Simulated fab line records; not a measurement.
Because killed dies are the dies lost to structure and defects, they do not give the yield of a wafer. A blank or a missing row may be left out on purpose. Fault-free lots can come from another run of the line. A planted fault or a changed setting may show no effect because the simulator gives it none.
Chamber matching    flow n5 finfet    4 sister chambers for N5_BEOL_M5_DESCUM_33 on rie diel-03
The step chemistry O2, time 7 s. 14 wafers are shown with their chamber, then 7 later ones without.

== WAFERS, EACH WITH ITS CHAMBER ==
wafer   chamber  showerhead plenum p Torr (Torr)  drypump motor current A (A)  throttle valve pct (%)
L080.1  2        2.06                             5.7                          20.80
L080.3  0        2.00                             5.5                          20.75
L080.4  3        2.14                             5.7                          20.23
L083.3  1        2.13                             5.2                          20.37
L083.4  3        2.14                             5.6                          20.23
L083.5  1        2.12                             5.3                          20.38
L088.1  3        2.13                             5.7                          20.29
L088.2  0        1.99                             5.5                          20.79
L088.4  2        2.05                             5.7                          20.38
L093.3  3        2.13                             5.7                          20.27
L093.4  2        2.05                             5.7                          20.39
L093.6  3        2.13                             5.7                          20.27
L096.1  3        2.13                             5.7                          20.28
L096.5  3        2.13                             5.7                          20.28

SIGNATURES (averages over the wafers above)
reading                   chamber 0  chamber 1  chamber 2  chamber 3  scatter within a chamber
showerhead plenum p Torr  1.9950     2.1250     2.0533     2.1329     0.00556
drypump motor current A   5.500      5.250      5.700      5.686      0.0368
throttle valve pct        20.7700    20.3750    20.5233    20.2643    0.109
Rule: for a wafer and a chamber, the distance is found by dividing, reading by reading, the gap between the wafer's reading and the chamber's mean by the reading's scatter, squaring, summing and taking the root. If the next closest chamber is less than 2 further off than the closest, the wafer can't be placed; otherwise it belongs to the closest. The scatter: the root of (the sum of the squares of (reading less its chamber's mean) over the shown wafers, divided by (wafers less chambers)).

== WAFERS WITH NO CHAMBER GIVEN ==
wafer   showerhead plenum p Torr (Torr)  drypump motor current A (A)  throttle valve pct (%)
L096.6  2.05                             5.7                          20.39
L090.2  1.99                             5.4                          20.81
L090.4  1.99                             5.5                          20.81
L090.5  2.05                             5.7                          20.37
L095.3  1.99                             5.5                          20.81
L095.5  2.05                             5.7                          20.38
L095.6  2.13                             5.7                          20.28

== WHICH CHAMBER EACH ONE RAN IN ==
wafer   from the rows above  in truth
L096.6  2                    2
L090.2  0                    0
L090.4  0                    0
L090.5  2                    2
L095.3  0                    0
L095.5  2                    2
L095.6  3                    3
7 of 7 placed correctly. Left unplaced by these rows: 0. Number placed wrongly: 0.
